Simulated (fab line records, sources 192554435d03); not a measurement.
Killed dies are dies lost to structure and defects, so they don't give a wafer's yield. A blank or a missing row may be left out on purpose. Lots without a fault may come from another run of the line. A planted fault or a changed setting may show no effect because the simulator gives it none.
Split-lot experiment | flow n5_finfet | 7 lots, 39 wafers read, on a route of 1938 steps

THE SPLIT
At N5_MIM_BOT_ETCH_ETCH_04 (etches SiNx in CF4/O2, target depth 26 nm, time 13 s), the setting time_s was moved away from the recipe's 13 s on 15 of the 39 wafers read, by -39.8% to +43.6%. The other wafers ran this setting at the recipe's value.

The reading is taken at the split's own step.

THE READING
MIM_BOT_ETCH.cd_offset_nm (the simulator's own value, which no gauge read), in nm, at N5_MIM_BOT_ETCH_ETCH_04 (etches SiNx in CF4/O2, target depth 26 nm, time 13 s). The file gives no usual value for it. The 24 wafers here that ran the recipe average 0.0 nm, standard deviation 0.091 nm.

wafer  | tool, chamber at the split | time_s as run, s | against the recipe | MIM_BOT_ETCH.cd_offset_nm, nm | against lot-mates on the recipe
L077.1 | rie_diel-01, 0             | 7.943            | -38.9%             | 0.6                           | +0.6
L077.2 | rie_diel-01, 1             | 13               | recipe             | 0                             | -
L077.3 | rie_diel-01, 3             | 13               | recipe             | 0                             | -
L077.4 | rie_diel-01, 2             | 7.943            | -38.9%             | 0.4                           | +0.4
L077.5 | rie_diel-01, 3             | 13               | recipe             | 0                             | -
L077.6 | rie_diel-01, 2             | 7.943            | -38.9%             | 0.4                           | +0.4
L083.1 | rie_diel-06, 2             | 13               | recipe             | 0                             | -
L083.2 | rie_diel-06, 0             | 17.06            | +31.2%             | -0.6                          | -0.6
L083.3 | rie_diel-06, 3             | 13               | recipe             | 0                             | -
L083.4 | rie_diel-06, 1             | 13               | recipe             | 0                             | -
L083.5 | rie_diel-06, 2             | 17.06            | +31.2%             | -0.4                          | -0.4
L083.6 | rie_diel-06, 1             | 17.06            | +31.2%             | -0.4                          | -0.4
L086.1 | rie_diel-01, 1             | 13               | recipe             | -0.2                          | -
L086.2 | rie_diel-01, 2             | 13               | recipe             | 0                             | -
L086.3 | rie_diel-01, 3             | 13               | recipe             | 0                             | -
L086.4 | rie_diel-01, 0             | 13               | recipe             | 0                             | -
L086.5 | rie_diel-01, 3             | 13               | recipe             | 0                             | -
L086.6 | rie_diel-01, 2             | 13               | recipe             | 0                             | -
L092.1 | rie_diel-06, 1             | 13               | recipe             | 0                             | -
L092.2 | rie_diel-06, 3             | 13               | recipe             | 0                             | -
L092.3 | rie_diel-06, 2             | 13               | recipe             | 0                             | -
L092.4 | rie_diel-06, 0             | 18.67            | +43.6%             | -0.8                          | -0.8
L092.5 | rie_diel-06, 1             | 18.67            | +43.6%             | -0.4                          | -0.4
L092.6 | rie_diel-06, 2             | 18.67            | +43.6%             | -0.6                          | -0.6
L090.1 | rie_diel-06, 3             | 17.39            | +33.8%             | -0.4                          | -0.5
L090.2 | rie_diel-06, 0             | 13               | recipe             | -0.2                          | -
L090.3 | rie_diel-06, 2             | 13               | recipe             | 0.2                           | -
L090.4 | rie_diel-06, 1             | 13               | recipe             | 0.2                           | -
L090.5 | rie_diel-06, 3             | 17.39            | +33.8%             | -0.4                          | -0.5
L090.6 | rie_diel-06, 0             | 17.39            | +33.8%             | -0.6                          | -0.7
L094.1 | rie_diel-02, 3             | 7.827            | -39.8%             | 0.4                           | +0.3
L094.2 | rie_diel-02, 2             | 13               | recipe             | 0.2                           | -
L094.3 | rie_diel-02, 0             | 13               | recipe             | 0                             | -
L094.4 | rie_diel-02, 1             | 7.827            | -39.8%             | 0.4                           | +0.3
L094.5 | rie_diel-02, 3             | 13               | recipe             | 0                             | -
L094.6 | rie_diel-02, 0             | 7.827            | -39.8%             | 0.4                           | +0.3
L096.3 | rie_diel-02, 1             | 13               | recipe             | 0                             | -
L096.4 | rie_diel-02, 3             | 13               | recipe             | 0                             | -
L096.5 | rie_diel-02, 2             | 13               | recipe             | 0                             | -

THE FIT
A straight line over all 39 wafers: MIM_BOT_ETCH.cd_offset_nm changes by -0.0127 nm for each +1% of time_s; r = -0.94; the points scatter about the line by 0.11 nm.
The same after taking each lot's own level away (the mean of its wafers on the recipe; 39 wafers): -0.0125 nm for each +1%; r = -0.94; scatter 0.11 nm.
On that fit, the largest move of time_s shifts the reading by 0.55 nm.
The lots' own levels span -0.03 to 0.07 nm, that is 1.1 times the standard deviation above.
So the lot-to-lot level changes the slope little: the two slopes agree.
Check: with one of the wafers moved furthest among these (+43.6%) left out of the fit, the line predicts -0.553 nm for it against its lot-mates. It came out at -0.8 nm against them.

THE WHOLE CHAIN: every reading that the file lists as answering this split, in the file's order
step                    | what it does                                         | reading                                                                    | change (the file's fit)                | r (the file's)
N5_MIM_BOT_ETCH_ETCH_04 | etches SiNx in CF4/O2, target depth 26 nm, time 13 s | etch.depth_nm (the simulator's own value, which no gauge read)             | +0.265 nm for each +1% of the setting  | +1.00
N5_MIM_BOT_ETCH_ETCH_04 | etches SiNx in CF4/O2, target depth 26 nm, time 13 s | MIM_BOT_ETCH.cd_offset_nm (the simulator's own value, which no gauge read) | -0.0127 nm for each +1% of the setting | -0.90

THE FILE'S OWN FIT
MIM_BOT_ETCH.cd_offset_nm changes by -0.0127 nm for each +1% of time_s, r = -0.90.
